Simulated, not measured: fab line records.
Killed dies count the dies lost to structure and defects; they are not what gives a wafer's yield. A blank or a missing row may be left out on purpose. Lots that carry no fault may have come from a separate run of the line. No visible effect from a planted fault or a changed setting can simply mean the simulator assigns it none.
Comparing a struck lot with a sound one | flow n5_finfet | 16 steps out of a route of 1938
Sound: the wafers L289.3, L289.5, L289.6. Struck: wafers L292.3, L292.5, L292.6. The cause comes at the end.
Per side, at each step with rows, come the tool, then ch with its chambers, and then its first start. Under that, the readings that differ: sound wafers | struck wafers | difference of the means | sigmas: that difference in standard deviations of wafers without a fault.
alike: readings with means less than 2 such deviations apart, plus words and numbers identical on both sides. not compared: withheld readings, readings lacking a value on some wafer, bounds such as >300 that could conceal the same value, and numbers that have no deviation in the record and whose values overlap.
A row with sigmas, a row that says differs or no value, or rows on one side alone: a step with any of these is where the two part. Numbers that have no deviation but don't overlap get no sigmas and don't part them. A reading missing from all wafers of one side parts the sides only when that side holds two or more wafers.

first, 2 steps without rows for these wafers: N5_BEOL_M2_SPUTTER_81 (material Cu, target thk 4.5 nm, time 8.29 s); N5_BEOL_M2_ANNEAL_82 (time 240 s).
N5_BEOL_M2_SPUTTER_86: material Cu, target thk 4.5 nm, time 8.29 s.
  sound: pvd_sputter-02 at day 9 02:19; struck: pvd_sputter-01 at day 9 15:12
  alike: chamber_pressure_pa, chuck_gas_flow_sccm, chuck_sensor_temp_C, throttle_valve_pct
then, 1 step without rows for these wafers: N5_BEOL_M2_ANNEAL_87 (time 240 s).
N5_BEOL_M2_SPUTTER_88: material Cu, target thk 4.5 nm, time 8.29 s.
  sound: pvd_sputter-02 at day 9 02:32; struck: pvd_sputter-01 at day 9 15:25
  alike: chamber_pressure_pa, chuck_gas_flow_sccm, chuck_sensor_temp_C, throttle_valve_pct
then, 1 step without rows for these wafers: N5_BEOL_M2_ANNEAL_89 (time 240 s).
N5_BEOL_M2_SPUTTER_90: material Cu, target thk 4.5 nm, time 8.29 s.
  sound: pvd_sputter-02 at day 9 02:45; struck: pvd_sputter-01 at day 9 15:38
  alike: chamber_pressure_pa, chuck_gas_flow_sccm, chuck_sensor_temp_C, throttle_valve_pct
then, 2 steps without rows for these wafers: N5_BEOL_M2_ANNEAL_91 (time 240 s); N5_BEOL_M2_SPUTTER_92 (material Cu, target thk 4.5 nm, time 8.29 s).
N5_BEOL_M2_ANNEAL_93: time 240 s.
  sound: pvd_sputter-02 at day 9 03:03; struck: pvd_sputter-01 at day 9 15:56
  alike: heater_power_w, susceptor_temp_C_max
N5_BEOL_M2_SPUTTER_94: material Cu, target thk 4.5 nm, time 8.29 s.
  sound: pvd_sputter-02 at day 9 03:11; struck: pvd_sputter-01 at day 9 16:05
  alike: chamber_pressure_pa, chuck_gas_flow_sccm, chuck_sensor_temp_C, throttle_valve_pct
then, 1 step without rows for these wafers: N5_BEOL_M2_ANNEAL_95 (time 240 s).
N5_BEOL_M2_SPUTTER_96: material Cu, target thk 4.5 nm, time 8.29 s.
  sound: pvd_sputter-02 at day 9 03:25; struck: pvd_sputter-01 at day 9 16:18
  no value came back on the struck wafers for chamber_pressure_pa (Pa), chuck_gas_flow_sccm (sccm), chuck_sensor_temp_C (C), throttle_valve_pct (%); on the sound wafers chamber_pressure_pa (Pa) reads 0.06965 0.0701 0.07024
then, 1 step without rows for these wafers: N5_BEOL_M2_ECD_50 (material Cu, target thk 300 nm).
N5_BEOL_M4_RC_MEAS_101:
  sound on prober-02 ch 0, day 9 19:34; struck on prober-02 ch 0, day 10 21:26
  reading       | sound          | struck         | difference | sigmas
  SS_N (mV/dec) | 71.5 71.3 71.0 | 72.6 72.5 72.6 | +1.3       | +3
  alike: DIBL_N, DIBL_P, IOFF_N, IOFF_P, ION_N, ION_P, SS_P, VT_N, VT_P
N5_PASSIVATION_PROBE_49:
  rows exist in the record for the sound wafers here (prober-02, day 14 03:20), none for the struck ones

WHERE THEY PART
First at N5_BEOL_M2_SPUTTER_96; last, within this record, at N5_PASSIVATION_PROBE_49.

WHY: the cause the simulator had injected
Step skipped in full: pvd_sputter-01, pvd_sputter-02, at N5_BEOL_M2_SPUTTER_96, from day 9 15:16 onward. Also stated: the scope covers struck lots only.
